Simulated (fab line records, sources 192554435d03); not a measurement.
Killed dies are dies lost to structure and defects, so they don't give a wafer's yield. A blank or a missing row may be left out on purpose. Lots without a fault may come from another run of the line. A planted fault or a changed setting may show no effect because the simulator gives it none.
fab line records | flow n5_finfet
record lots=7 wafers=39
route steps=1938 shown FIN_SAQP@116 DUMMY_GATE@243 SD_EPI_P@321 HKMG_FIN@414 GATE_CUT@466 MOL_CONTACT_COAG@609 BEOL_M4@1111
start_h: hours from the record's first day to the start of the lot's first wafer shown | wait_h: hours since the lot's step before | " the same as in the row above | L1.1+2: a row that stands for several wafers | - no value, or no start given | * or withheld: withheld | < > ~ a bound
route shown NAME@n: a module of which the file shows steps, and the number in the route of the first | usual: mean/standard deviation of fault-free wafers | same: alike in all rows | chamber/n: place in a boat | sites: the reading at each site | _std_site: their standard deviation | _edge_site: outer sites' mean less inner sites' | radius_mm: how far each site lies from the wafer's centre | mask NAME#n: copy n | behind: the tool/chamber that last shaped the wafer | hold: why the lot was held/for how many hours/how that ended | device: the transistor (n, p or np) that didn't switch | end of line: the same wafers' tests at the end of the route | a step without rows: its recipe alone | killed: dies lost to structure and defects at the first sort, not the wafer's yield | map: a wafer's dies, x killed, . not, _ none there
set.NAME: the setting as run; set.NAME@STEP: as run at that earlier step | model.NAME: the simulator's own value behind a step, which no gauge read
lots whose settings were changed on purpose; a table a step, a row a wafer
## steps
# step N5_FIN_SAQP_ETCH_52
# recipe chemistry=N2/H2 target=SOC target_depth_a=1000 overetch_a=200 mask_material=SiARC temp_c=40 time_s=150 ion_energy_ev=200 pressure_mtorr=30 source_w=840 bias_w=150 n2_flow_sccm=200 h2_flow_sccm=200 ends=end_point
# step N5_FIN_SAQP_MANDREL_ETCH_22
# recipe target_depth_a=600 chemistry=HBr/Cl2 target=a-Si stop_on=SiNx bt_time_s=10 over_etch_frac=0.5 time_s=30 pressure_mtorr=10 icp_w=800 bias_w=75 HBr_flow_sccm=150 Cl2_flow_sccm=80 ends=end_point
# step N5_DUMMY_GATE_ETCH_31
# recipe chemistry=C4F6/O2 target=SiO2 mask_material=SOC target_depth_a=825 time_s=27.5 ion_energy_ev=250 pressure_mtorr=30 source_w=345 bias_w=185 Ar_flow_sccm=300 C4F6_flow_sccm=10 O2_flow_sccm=10
# step N5_SD_EPI_P_EPI_21
# recipe material=SiGe:B dopant=B temp_c=550 pressure_torr=20 ambient=H2 time_s=355
# step N5_HKMG_FIN_RTA_80
# recipe temp_c=withheld time_s=2 ambient=N2 idle_temp_c=600 ramp_up_c_per_s=150 ramp_down_c_per_s=60 cool_to_c=600
# step N5_GATE_CUT_ETCH_56
# recipe chemistry=Cl2/Ar target=TiN target_depth_a=216 pressure_mtorr=10 icp_w=600 bias_w=60 Cl2_flow_sccm=40 Ar_flow_sccm=60
# step N5_GATE_CUT_CUT_ETCH_54
# recipe chemistry=Cl2/BCl3 target=TiN mask_material=SiO2 target_depth_a=967 pressure_mtorr=10 icp_w=1000 bias_w=126 Cl2_flow_sccm=53.25 bcl3_flow_sccm=21.75 Ar_flow_sccm=25 ends=cleared
# step N5_MOL_CONTACT_COAG_ETCHBACK_134
# recipe chemistry=CHF3 target=SiO2 target_depth_a=100 time_s=6.7 ion_energy_ev=200 pressure_mtorr=30 source_w=610 bias_w=170 Ar_flow_sccm=200 CHF3_flow_sccm=50
# step N5_MOL_CONTACT_COAG_ETCH_124
# recipe chemistry=CH3F/O2 target=SiNx target_depth_a=65 mask_material=SOC stop_on=SiOC over_etch_frac=0.3 ion_energy_ev=120 pressure_mtorr=30 source_w=395 bias_w=73 Ar_flow_sccm=150 CH3F_flow_sccm=30 O2_flow_sccm=20 ends=end_point
# step N5_BEOL_M4_RC_MEAS_101
# usual RC_DENSE_P=23.8/0.54 RC_P=19.4/0.43 REXT_P=100.7/1.8 RS_SD_P=65.8/0.9
# columns lot.wafer tool chamber start_h wait_h set.source_w@FIN_SAQP_ETCH_52 set.target_depth_a@FIN_SAQP_MANDREL_ETCH_22 set.target_depth_a@DUMMY_GATE_ETCH_31 set.dopant_conc_cm3@SD_EPI_P_EPI_21 set.time_s@HKMG_FIN_RTA_80 set.target_depth_a@GATE_CUT_ETCH_56 set.bias_w@GATE_CUT_CUT_ETCH_54 set.target_depth_a@MOL_CONTACT_COAG_ETCHBACK_134 set.bias_w@MOL_CONTACT_COAG_ETCH_124 RC_DENSE_P[ohm.um] RC_P[ohm.um] REXT_P[ohm.um] RS_SD_P[ohm/sq]
L074.1 prober-01 0 172.22 0.0 900 551.7 825 3e+20 2 229.4 137.2 100 73 24.2 19.8 100.5 66.2
L074.2 " 0 " " 840 551.7 825 3.221e+20 2 229.4 126 92.77 73 22.3 18.3 98.0 62.6
L074.3 " 0 " " 900 551.7 825 3.221e+20 1.697 216 126 92.77 73 22.4 18.2 95.1 61.8
L074.4 " 0 " " 840 600 825 3e+20 2 216 137.2 92.77 73 23.5 19.4 99.8 64.9
L074.5 " 0 " " 900 600 825 3e+20 1.697 229.4 126 100 73 24.0 19.6 103.3 65.6
L074.6 " 0 " " 840 600 825 3.221e+20 1.697 216 137.2 100 73 22.7 18.4 98.5 62.3
L075.1 prober-02 0 172.36 0.0 980.8 600 759.2 3e+20 1.695 216 126 114.3 73 23.5 19.4 99.4 65.9
L075.2 " 0 " " 840 566.2 825 3e+20 2 216 126 114.3 73 23.6 19.1 99.2 67.2
L075.3 " 0 " " 980.8 600 825 3e+20 1.695 216 126 100 73 24.4 19.8 101.6 66.8
L075.4 " 0 " " 980.8 566.2 759.2 3e+20 2 216 118.2 114.3 73 23.5 19.1 98.3 65.2
L075.5 " 0 " " 840 600 759.2 3e+20 2 216 118.2 100 73 23.3 19.0 100.5 66.5
L075.6 " 0 " " 840 566.2 825 3e+20 1.695 216 118.2 100 73 24.3 19.7 99.0 66.1
L083.1 prober-01 0 218.67 0.0 840 600 914.6 3e+20 2.256 216 126 110.6 73 24.2 19.8 100.9 67.0
L083.2 " 0 " " 840 600 825 3.283e+20 2.256 226.1 126 100 61.39 22.9 18.9 95.0 61.0
L083.3 " 0 " " 840 544.6 914.6 3.283e+20 2.256 226.1 126 100 73 22.2 17.8 92.1 60.7
L083.4 " 0 " " 840 544.6 914.6 3e+20 2 226.1 126 110.6 61.39 24.1 19.8 100.1 65.6
L083.5 " 0 " " 840 544.6 825 3e+20 2 216 126 100 73 24.3 19.7 100.6 65.7
L083.6 " 0 " " 840 600 825 3.283e+20 2 216 126 110.6 61.39 22.7 18.5 94.8 61.3
L084.1 prober-01 0 238.30 0.0 749.7 600 825 3.449e+20 2 216 126 100 73 21.8 17.8 86.6 58.1
L084.2 " 0 " " 749.7 600 769.5 3.449e+20 2 216 126 111.8 82.6 21.6 17.5 86.3 58.5
L084.3 " 0 " " 840 600 825 3e+20 2 216 126 111.8 73 23.4 19.0 98.8 65.7
L084.4 " 0 " " 749.7 600 769.5 3e+20 2 216 126 100 73 24.0 19.6 99.0 65.0
L084.5 " 0 " " 840 600 769.5 3.449e+20 2 216 126 111.8 82.6 22.0 18.0 89.2 59.0
L084.6 " 0 " " 840 600 825 3e+20 2 216 126 100 82.6 23.8 19.4 94.5 65.4
L087.1 prober-01 0 252.03 0.0 883.2 658 825 3e+20 2 216 126 100 73 23.9 19.4 103.7 66.4
L087.2 " 0 " " 883.2 600 825 3.357e+20 2 216 126 100 76.72 22.2 18.0 93.6 60.5
L087.3 " 0 " " 840 600 825 3.357e+20 2 201.7 110 100 76.72 22.4 18.2 94.6 60.9
L087.4 " 0 " " 840 600 825 3e+20 2 216 110 100 73 23.7 19.3 103.3 65.9
L087.5 " 0 " " 840 658 825 3.357e+20 2 201.7 110 100 73 21.8 17.8 97.3 61.4
L087.6 " 0 " " 883.2 658 825 3e+20 2 201.7 126 100 76.72 24.0 19.4 103.7 66.0
L089.1 prober-01 0 259.86 0.0 996.2 600 741.1 3e+20 2 227.3 126 100 73 23.6 19.0 106.5 66.3
L089.2 " 0 " " 840 600 825 3e+20 2.227 216 126 100 73 23.7 19.3 107.1 65.3
L089.3 " 0 " " 840 600 741.1 3e+20 2 227.3 126 100 73 23.9 19.6 100.9 65.9
L089.4 " 0 " " 996.2 600 741.1 3e+20 2.227 216 126 100 73 23.9 19.8 107.2 66.8
L089.5 " 0 " " 996.2 600 825 3e+20 2 216 126 100 73 23.9 19.5 101.7 66.0
L089.6 " 0 " " 840 600 825 3e+20 2.227 227.3 126 100 73 23.5 19.0 100.8 65.6
L093.1 prober-01 0 290.67 0.0 840 600 825 3e+20 2 216 126 100 73 23.1 18.9 97.8 64.0
L093.4 " 0 " " 840 600 825 3e+20 2 216 126 100 73 22.3 18.4 97.4 64.3
L093.5 " 0 " " 840 600 825 3e+20 2 216 126 100 73 22.7 18.6 98.2 64.3
## key
split step=N5_FIN_SAQP_ETCH_52 setting=source_w stated_as=840
response none clear
split step=N5_FIN_SAQP_MANDREL_ETCH_22 setting=target_depth_a stated_as=600
response none clear
split step=N5_DUMMY_GATE_ETCH_31 setting=target_depth_a stated_as=825
response none clear
split step=N5_SD_EPI_P_EPI_21 setting=dopant_conc_cm3 stated_as=3e+20
response step=N5_BEOL_M4_RC_MEAS_101 reading=RS_SD_P slope=-0.465 per=1% together_with=all explained=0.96
response step=N5_BEOL_M4_RC_MEAS_101 reading=RC_DENSE_P slope=-0.145 per=1% together_with=all explained=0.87
response step=N5_BEOL_M4_RC_MEAS_101 reading=RC_P slope=-0.121 per=1% together_with=all explained=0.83
response step=N5_BEOL_M4_RC_MEAS_101 reading=REXT_P slope=-0.677 per=1% together_with=all explained=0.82
split step=N5_HKMG_FIN_RTA_80 setting=time_s stated_as=2
response none clear
split step=N5_GATE_CUT_ETCH_56 setting=target_depth_a stated_as=216
response none clear
split step=N5_GATE_CUT_CUT_ETCH_54 setting=bias_w stated_as=126
response none clear
split step=N5_MOL_CONTACT_COAG_ETCHBACK_134 setting=target_depth_a stated_as=100
response none clear
split step=N5_MOL_CONTACT_COAG_ETCH_124 setting=bias_w stated_as=73
response none clear
